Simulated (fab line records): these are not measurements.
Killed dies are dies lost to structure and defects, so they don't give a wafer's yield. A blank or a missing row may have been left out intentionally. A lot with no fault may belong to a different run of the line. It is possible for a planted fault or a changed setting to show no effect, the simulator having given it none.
fab line records + flow n5Finfet + part 2 of 2: steps 21 to 30 of 30
[record]
- lots = 5
- wafers = 15
- lastDay = 15
route steps=1938 shown BEOL_M4@1024
lots with no fault: from the same line, run without faults
startH: start of the lot's first displayed wafer, in hours after the record's first day + waitH: hours elapsed since this lot's preceding step + " unchanged from the row above + L1.1+2: a row that stands for several wafers + - no value, or no start was given + * or withheld: withheld + < > ~ a bound
route shown NAME@n: names a module that has steps shown in the file, with the first one's number in the route + usual: mean and standard deviation over wafers with no fault + same: alike in all rows + chamber/n: place in a boat + sites: each site's reading + _std_site: the values' standard deviation + _edge_site: outer sites' mean less inner sites' + radiusMm: for every site, how far away it sits from the centre of the wafer + mask NAME#n: copy n + behind: the most recent tool/chamber to have shaped the wafer + hold: why the lot went on hold/how many hours it stayed there/how the hold came to an end + device: the n, p or np transistor that did not switch + end of line: the route-end tests of the same wafers + for a step that has no rows: nothing shown but its recipe + killed: count of dies lost to structure and defects at first sort (not the wafer's yield) + map: a wafer's dies, x killed, . not, _ none there
set.NAME: the setting as run; set.NAME@STEP: as run at that earlier step + model.NAME: the simulator's own value behind a step, which no gauge read
a table for each step, a row for each wafer; lots at some steps of the route
services: the hour from which a tool's chamber was out of use, counted from the record's first day as startH (under 0 if before that day), plus the number of hours and why
[[steps]]
[step N5_BEOL_M4_HM_OPEN_17]
[recipe]
- chemistry = Cl2/BCl3
- targetDepthA = 200
- overetchA = 60
- target = TiN
- maskMaterial = SOC
- ionEnergyEv = 150
- pressureMtorr = 10
- icpW = 1000
- biasW = 126
- Cl2_flow_sccm = 53.25
- bcl3FlowSccm = 21.75
- Ar_flow_sccm = 25
[usual]
- drypumpMotorCurrentA = 5.7/0.32
- oesProductAu = 0.69/0.11
- throttleValvePct = 22.07/0.18
| lot.wafer | tool        | chamber | startH | waitH | drypumpMotorCurrentA | oesProductAu | rfHoursCounterH | throttleValvePct |
|-----------|-------------|---------|--------|-------|----------------------|--------------|-----------------|------------------|
| L076.2    | rieMetal-03 | 0       | 163.91 | 0.0   | 5.6                  | 0.57         | 83              | 22.30            |
| L076.3    | "           | 1       | "      | "     | 5.8                  | 0.51         | -               | 22.25            |
| L076.5    | "           | 1       | "      | "     | 5.8                  | 0.51         | -               | 22.26            |
| L077.1    | rieMetal-01 | 1       | 172.79 | 0.0   | 5.8                  | 0.73         | 14              | 22.09            |
| L077.3    | "           | 0       | "      | "     | 6.1                  | 0.52         | -               | 21.79            |
| L077.5    | "           | 1       | "      | "     | 5.7                  | 0.74         | -               | 22.07            |
| L082.2    | rieMetal-02 | 0       | 201.99 | 0.0   | 5.2                  | 0.77         | 5               | 21.88            |
| L082.3    | "           | 1       | "      | "     | 6.3                  | 0.78         | -               | 22.00            |
| L082.4    | "           | 0       | "      | "     | 5.2                  | 0.79         | -               | 21.88            |
| L085.2    | rieMetal-03 | 0       | 217.35 | 0.0   | 5.6                  | 0.57         | 87              | 22.30            |
| L085.4    | "           | 0       | "      | "     | 5.6                  | 0.57         | -               | 22.28            |
| L085.6    | "           | 1       | "      | "     | 5.8                  | 0.84         | -               | 22.07            |
| L090.2    | rieMetal-03 | 0       | 249.21 | 0.0   | 5.6                  | 0.56         | 90              | 22.30            |
| L090.3    | "           | 0       | "      | "     | 5.6                  | 0.57         | -               | 22.29            |
| L090.4    | "           | 1       | "      | "     | 5.7                  | 0.81         | -               | 22.05            |
[step N5_BEOL_M4_STRIP_19]
[recipe]
- chemistry = O2
- powerW = 400
- tempC = 40
- pressureMtorr = 30
- rfFrequencyHz = 6e+07
- biasPowerW = 0
- overashFraction = 0.2
- o2FlowSccm = 225
[usual]
- drypumpMotorCurrentA = 5.7/0.38
- oesProductAu = 0.77/0.087
- rfVppV = 3.7/0.54
- showerheadPlenumPTorr = 2.11/0.065
- throttleValvePct = 16.72/0.28
| lot.wafer | tool       | chamber | startH | waitH | drypumpMotorCurrentA | oesProductAu | rfHoursCounterH | rfVppV | showerheadPlenumPTorr | throttleValvePct |
|-----------|------------|---------|--------|-------|----------------------|--------------|-----------------|--------|-----------------------|------------------|
| L076.2    | rieDiel-02 | 0       | 164.02 | 0.1   | 5.1                  | 0.71         | 215             | 5.1    | 1.97                  | 16.85            |
| L076.3    | "          | 2       | "      | "     | 5.3                  | 0.89         | 18              | 3.7    | 2.23                  | 16.59            |
| L076.5    | "          | 2       | "      | "     | 5.3                  | 0.91         | -               | 4.1    | 2.23                  | 16.58            |
| L077.1    | rieDiel-01 | 3       | 172.90 | 0.1   | 5.8                  | 0.70         | 203             | 3.5    | 2.17                  | 17.14            |
| L077.3    | "          | 2       | "      | "     | 5.1                  | 0.89         | 46              | 3.9    | 2.06                  | 16.47            |
| L077.5    | "          | 3       | "      | "     | 5.8                  | 0.70         | -               | 5.0    | 2.17                  | 17.13            |
| L082.2    | rieDiel-01 | 0       | 202.10 | 0.1   | 5.8                  | 0.70         | 189             | 3.0    | 2.17                  | 16.75            |
| L082.3    | "          | 3       | "      | "     | 5.8                  | 0.69         | 212             | 3.4    | 2.17                  | 17.14            |
| L082.4    | "          | 1       | "      | "     | 6.0                  | 0.75         | 194             | 3.3    | 2.09                  | 16.74            |
| L085.2    | rieDiel-03 | 1       | 217.46 | 0.1   | 6.2                  | 0.93         | 11              | 3.9    | 2.05                  | 16.08            |
| L085.4    | "          | 1       | "      | "     | 6.2                  | 0.93         | -               | 3.0    | 2.05                  | 16.06            |
| L085.6    | "          | 3       | "      | "     | 6.0                  | 0.83         | -               | 3.4    | 2.15                  | 16.69            |
| L090.2    | rieDiel-02 | 2       | 249.34 | 0.1   | 5.3                  | 0.83         | 46              | 4.4    | 2.22                  | 16.65            |
| L090.3    | "          | 3       | "      | "     | 6.4                  | 0.79         | 106             | 4.0    | 2.10                  | 16.49            |
| L090.4    | "          | 1       | "      | "     | 5.9                  | 0.91         | 18              | 3.1    | 2.20                  | 16.30            |
[step N5_BEOL_M4_CD_MEAS_18]
[recipe]
- pitchNm = 36
- targetCdNm = 18
[usual]
- cdNm = 18.1/0.42
| lot.wafer | tool     | chamber | startH | waitH | cdNm |
|-----------|----------|---------|--------|-------|------|
| L076.2    | cdSem-01 | -       | 164.10 | 0.1   | 18.0 |
| L076.3    | "        | -       | "      | "     | 18.0 |
| L076.5    | "        | -       | "      | "     | 17.9 |
| L077.1    | cdSem-03 | -       | 172.97 | 0.0   | 18.0 |
| L077.3    | "        | -       | "      | "     | 17.7 |
| L077.5    | "        | -       | "      | "     | 17.6 |
| L082.2    | cdSem-02 | -       | 202.17 | 0.1   | 18.6 |
| L082.3    | "        | -       | "      | "     | 18.3 |
| L082.4    | "        | -       | "      | "     | 18.0 |
| L085.2    | cdSem-02 | -       | 217.53 | 0.1   | 17.9 |
| L085.4    | "        | -       | "      | "     | 17.8 |
| L085.6    | "        | -       | "      | "     | 18.2 |
| L090.2    | cdSem-02 | -       | 249.42 | 0.1   | 17.7 |
| L090.3    | "        | -       | "      | "     | 17.1 |
| L090.4    | "        | -       | "      | "     | 17.7 |
[step N5_BEOL_M4_COAT_67]
[recipe]
- resist = SOC
- tempC = 250
- timeS = 60
- spinRpm = 1500
- resistThkNm = 60
[usual]
- heaterPowerTotalW = 500.4/1.8
- spinSpeedRpm = 1500.0/1.1
| lot.wafer | tool          | chamber | startH | waitH | heaterPowerTotalW | spinSpeedRpm |
|-----------|---------------|---------|--------|-------|-------------------|--------------|
| L076.2    | lithoTrack-01 | 0       | 164.14 | 0.0   | 501.2             | 1502.6       |
| L076.3    | "             | 0       | "      | "     | 499.2             | 1500.9       |
| L076.5    | "             | 0       | "      | "     | 501.8             | 1500.5       |
| L077.1    | lithoTrack-02 | 0       | 173.01 | 0.0   | 502.5             | 1500.2       |
| L077.3    | "             | 0       | "      | "     | 503.0             | 1500.4       |
| L077.5    | "             | 0       | "      | "     | 500.0             | 1500.3       |
| L082.2    | lithoTrack-05 | 0       | 202.21 | 0.0   | 501.7             | 1500.1       |
| L082.3    | "             | 0       | "      | "     | 499.2             | 1498.3       |
| L082.4    | "             | 0       | "      | "     | 498.5             | 1500.5       |
| L085.2    | lithoTrack-02 | 0       | 217.56 | 0.0   | 502.2             | 1501.4       |
| L085.4    | "             | 0       | "      | "     | 497.4             | 1501.2       |
| L085.6    | "             | 0       | "      | "     | 501.8             | 1501.3       |
| L090.2    | lithoTrack-02 | 0       | 249.45 | 0.0   | 502.5             | 1501.8       |
| L090.3    | "             | 0       | "      | "     | 502.2             | 1500.1       |
| L090.4    | "             | 0       | "      | "     | 502.3             | 1501.1       |
[step N5_BEOL_M4_COAT_68]
[recipe]
- resist = SiARC
- tempC = 220
- timeS = 60
- spinRpm = 1500
- resistThkNm = 12
[usual]
- heaterPowerTotalW = 427.1/2
- spinSpeedRpm = 1499.8/1.1
| lot.wafer | tool          | chamber | startH | waitH | heaterPowerTotalW | spinSpeedRpm |
|-----------|---------------|---------|--------|-------|-------------------|--------------|
| L076.2    | lithoTrack-01 | 0       | -      | -     | 426.4             | 1497.9       |
| L076.3    | "             | 0       | "      | "     | 429.5             | 1497.5       |
| L076.5    | "             | 0       | "      | "     | 426.6             | 1497.3       |
| L077.1    | lithoTrack-02 | 0       | -      | -     | 429.1             | 1499.7       |
| L077.3    | "             | 0       | "      | "     | 428.2             | 1500.1       |
| L077.5    | "             | 0       | "      | "     | 428.1             | 1501.4       |
| L082.2    | lithoTrack-05 | 0       | -      | -     | 427.9             | 1501.3       |
| L082.3    | "             | 0       | "      | "     | 424.2             | 1499.3       |
| L082.4    | "             | 0       | "      | "     | 426.4             | 1500.2       |
| L085.2    | lithoTrack-02 | 0       | -      | -     | 430.2             | 1500.2       |
| L085.4    | "             | 0       | "      | "     | 424.5             | 1498.3       |
| L085.6    | "             | 0       | "      | "     | 427.1             | 1501.5       |
| L090.2    | lithoTrack-02 | 0       | -      | -     | 429.3             | 1499.0       |
| L090.3    | "             | 0       | "      | "     | 428.2             | 1499.0       |
| L090.4    | "             | 0       | "      | "     | 429.1             | 1500.1       |
[step N5_BEOL_M4_COAT_76]
[recipe]
- resist = underlayer
- tempC = 205
- timeS = 60
- spinRpm = 1500
- resistThkNm = 5
[usual]
- heaterPowerTotalW = 391.7/1.3
- spinSpeedRpm = 1499.8/0.96
| lot.wafer | tool          | chamber | startH | waitH | heaterPowerTotalW | spinSpeedRpm |
|-----------|---------------|---------|--------|-------|-------------------|--------------|
| L076.2    | lithoTrack-01 | 0       | -      | -     | 390.4             | 1500.0       |
| L076.3    | "             | 0       | "      | "     | 390.4             | 1500.0       |
| L076.5    | "             | 0       | "      | "     | 392.5             | 1501.2       |
| L077.1    | lithoTrack-02 | 0       | -      | -     | 392.7             | 1500.8       |
| L077.3    | "             | 0       | "      | "     | 391.0             | 1499.6       |
| L077.5    | "             | 0       | "      | "     | 393.1             | 1500.6       |
| L082.2    | lithoTrack-05 | 0       | -      | -     | 389.8             | 1498.2       |
| L082.3    | "             | 0       | "      | "     | 391.6             | 1499.2       |
| L082.4    | "             | 0       | "      | "     | 393.0             | 1497.5       |
| L085.2    | lithoTrack-02 | 0       | -      | -     | 390.5             | 1499.9       |
| L085.4    | "             | 0       | "      | "     | 392.4             | 1500.8       |
| L085.6    | "             | 0       | "      | "     | 391.5             | 1500.1       |
| L090.2    | lithoTrack-02 | 0       | -      | -     | 389.9             | 1499.5       |
| L090.3    | "             | 0       | "      | "     | 392.2             | 1500.6       |
| L090.4    | "             | 0       | "      | "     | 392.2             | 1501.2       |
[step N5_BEOL_M4_COAT_22]
[recipe]
- resist = CAR-EUV
- spinRpm = 1500
- resistThkNm = 30
[usual]
- spinSpeedRpm = 1500.1/1.2
| lot.wafer | tool          | chamber | startH | waitH | spinSpeedRpm |
|-----------|---------------|---------|--------|-------|--------------|
| L076.2    | lithoTrack-01 | 0       | -      | -     | 1499.6       |
| L076.3    | "             | 0       | "      | "     | 1500.4       |
| L076.5    | "             | 0       | "      | "     | 1499.8       |
| L077.1    | lithoTrack-02 | 0       | -      | -     | 1500.0       |
| L077.3    | "             | 0       | "      | "     | 1500.0       |
| L077.5    | "             | 0       | "      | "     | 1500.6       |
| L082.2    | lithoTrack-05 | 0       | -      | -     | 1501.2       |
| L082.3    | "             | 0       | "      | "     | 1498.9       |
| L082.4    | "             | 0       | "      | "     | 1500.2       |
| L085.2    | lithoTrack-02 | 0       | -      | -     | 1500.5       |
| L085.4    | "             | 0       | "      | "     | 1501.5       |
| L085.6    | "             | 0       | "      | "     | 1500.8       |
| L090.2    | lithoTrack-02 | 0       | -      | -     | 1497.9       |
| L090.3    | "             | 0       | "      | "     | 1499.2       |
| L090.4    | "             | 0       | "      | "     | 1500.0       |
[step N5_BEOL_M4_EBR_24]
[recipe]
- solvent = PGMEA
- ebrWidthMm = 1.5
| lot.wafer  | tool          | chamber | startH | waitH |
|------------|---------------|---------|--------|-------|
| L076.2+3+5 | lithoTrack-01 | 0       | -      | -     |
| L077.1+3+5 | lithoTrack-02 | 0       | -      | -     |
| L082.2+3+4 | lithoTrack-05 | 0       | -      | -     |
| L085.2+4+6 | lithoTrack-02 | 0       | -      | -     |
| L090.2+3+4 | lithoTrack-02 | 0       | -      | -     |
[step N5_BEOL_M4_SOFTBAKE_23]
[recipe]
- tempC = 110
- timeS = 60
- resist = CAR-EUV
[usual]
- heaterPowerTotalW = 175.6/1.6
| lot.wafer | tool          | chamber | startH | waitH | heaterPowerTotalW |
|-----------|---------------|---------|--------|-------|-------------------|
| L076.2    | lithoTrack-01 | 0       | -      | -     | 174.9             |
| L076.3    | "             | 0       | "      | "     | 175.8             |
| L076.5    | "             | 0       | "      | "     | 176.7             |
| L077.1    | lithoTrack-02 | 0       | -      | -     | 175.0             |
| L077.3    | "             | 0       | "      | "     | 175.1             |
| L077.5    | "             | 0       | "      | "     | 174.6             |
| L082.2    | lithoTrack-05 | 0       | -      | -     | 176.8             |
| L082.3    | "             | 0       | "      | "     | 177.4             |
| L082.4    | "             | 0       | "      | "     | 174.2             |
| L085.2    | lithoTrack-02 | 0       | -      | -     | 177.5             |
| L085.4    | "             | 0       | "      | "     | 176.0             |
| L085.6    | "             | 0       | "      | "     | 177.3             |
| L090.2    | lithoTrack-02 | 0       | -      | -     | 177.6             |
| L090.3    | "             | 0       | "      | "     | 177.1             |
| L090.4    | "             | 0       | "      | "     | 173.0             |
[step N5_BEOL_M4_EXPOSE_25]
[recipe]
- maskId = V3
- na = 0.33
- sourceShape = quasar
- sigmaInner = 0.2
- sigmaOuter = 0.8
- polarization = unpolarized
- defocusNm = 5
- doseMj = 63
[same]
- sigmaInner = 0.2
- sigmaOuter = 0.8
| lot.wafer  | tool          | chamber | startH | waitH | mask |
|------------|---------------|---------|--------|-------|------|
| L076.2+3+5 | euvScanner-01 | 0       | 164.41 | -     | V3#0 |
| L077.1+3+5 | euvScanner-01 | 0       | 173.19 | -     | V3#0 |
| L082.2+3+4 | euvScanner-01 | 0       | 202.48 | -     | V3#0 |
| L085.2+4+6 | euvScanner-01 | 0       | 217.71 | -     | V3#0 |
| L090.2+3+4 | euvScanner-01 | 0       | 249.60 | -     | V3#0 |
[[services]]
| tool          | chamber | startH | hours | kind                         |
|---------------|---------|--------|-------|------------------------------|
| euvScanner-01 | -       | 140.85 | 1.0   | pm                           |
| rieMetal-02   | 0       | 141.21 | -     | clean                        |
| rieMetal-01   | -       | 142.72 | 0.2   | repair                       |
| rieDiel-01    | 0       | 143.26 | 26.3  | repair                       |
| euvScanner-02 | -       | 143.88 | 0.5   | repair                       |
| euvScanner-01 | -       | 150.98 | 1.4   | repair                       |
| euvScanner-02 | -       | 168.65 | 1.0   | pm                           |
| rieMetal-03   | -       | 173.95 | 1.4   | pm                           |
| euvScanner-01 | -       | 174.22 | 1.9   | repair                       |
| rieDiel-02    | 1       | 177.05 | -     | clean                        |
| rieDiel-02    | 1       | 177.05 | -     | consumableReplace:focusRing  |
| rieDiel-02    | 1       | 177.05 | -     | consumableReplace:showerhead |
| rieDiel-02    | 1       | 177.05 | 17.0  | scheduledDown                |
| rieDiel-02    | 1       | 177.05 | 17.0  | ventCycle                    |
| rieMetal-03   | 1       | 182.50 | -     | clean                        |
| euvScanner-02 | -       | 183.38 | 4.6   | pm                           |
| euvScanner-01 | -       | 197.00 | 1.0   | pm                           |
| rieMetal-02   | 0       | 207.50 | 13.4  | repair                       |
| euvScanner-02 | -       | 224.80 | 1.0   | pm                           |
| rieDiel-01    | 0       | 227.96 | 4.4   | repair                       |
| euvScanner-01 | -       | 230.77 | 4.6   | pm                           |
| euvScanner-02 | 0       | 235.88 | -     | calibration                  |
| euvScanner-02 | -       | 241.45 | 0.2   | repair                       |
| rieMetal-03   | -       | 243.62 | 1.0   | repair                       |
